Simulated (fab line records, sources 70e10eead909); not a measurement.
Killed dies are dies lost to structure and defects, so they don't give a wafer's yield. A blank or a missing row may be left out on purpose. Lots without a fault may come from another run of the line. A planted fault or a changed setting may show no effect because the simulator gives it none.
Which tool did it? | flow nand_harc | 7 lots, 21 wafers sampled, at 1 step of a route of 1302

WHAT THE GAUGES READ, wafer by wafer
NHARC_A_ONON_D1_THK_MEAS_11: measures by ellipsometry.
lot  | measured     | on            | thk_nm (nm)
L396 | day 8 18:34  | film_metro-01 | 1001 1000 1003
L401 | day 10 05:19 | film_metro-01 | 995 996 996
L406 | day 12 08:39 | film_metro-02 | 1001 998 997
L409 | day 13 18:55 | film_metro-01 | 989 989 989
L412 | day 14 18:59 | film_metro-02 | 1006 1004 1006
L414 | day 15 15:53 | film_metro-02 | 1012 1010 1012
L418 | day 17 09:27 | film_metro-01 | 999 996 998

WHICH TOOL RAN EACH LOT (tool, then ch and the chambers of the sampled wafers, then the start)
The record holds no process step before these readings.

THE ANSWER, worked out from the rows above alone
Rule: what is usual is taken from the lots themselves. Put in order of their means at a reading, lots are off if they are a third of the lots or fewer, leave a main group of 4 or more, and stand apart from it by a gap of 3 or more times the standard deviation of the main group's means; of several such gaps the widest counts. A main group whose means are all the same, to the digits that the tables above print for the reading, isn't used. A lot without any number at a reading at which 4 lots or more have one is off too. The other lots that the step has rows for count as sound.
No lot is off at any reading shown: from this, nothing can be told.

WHAT THE SIMULATOR HAD PUT IN
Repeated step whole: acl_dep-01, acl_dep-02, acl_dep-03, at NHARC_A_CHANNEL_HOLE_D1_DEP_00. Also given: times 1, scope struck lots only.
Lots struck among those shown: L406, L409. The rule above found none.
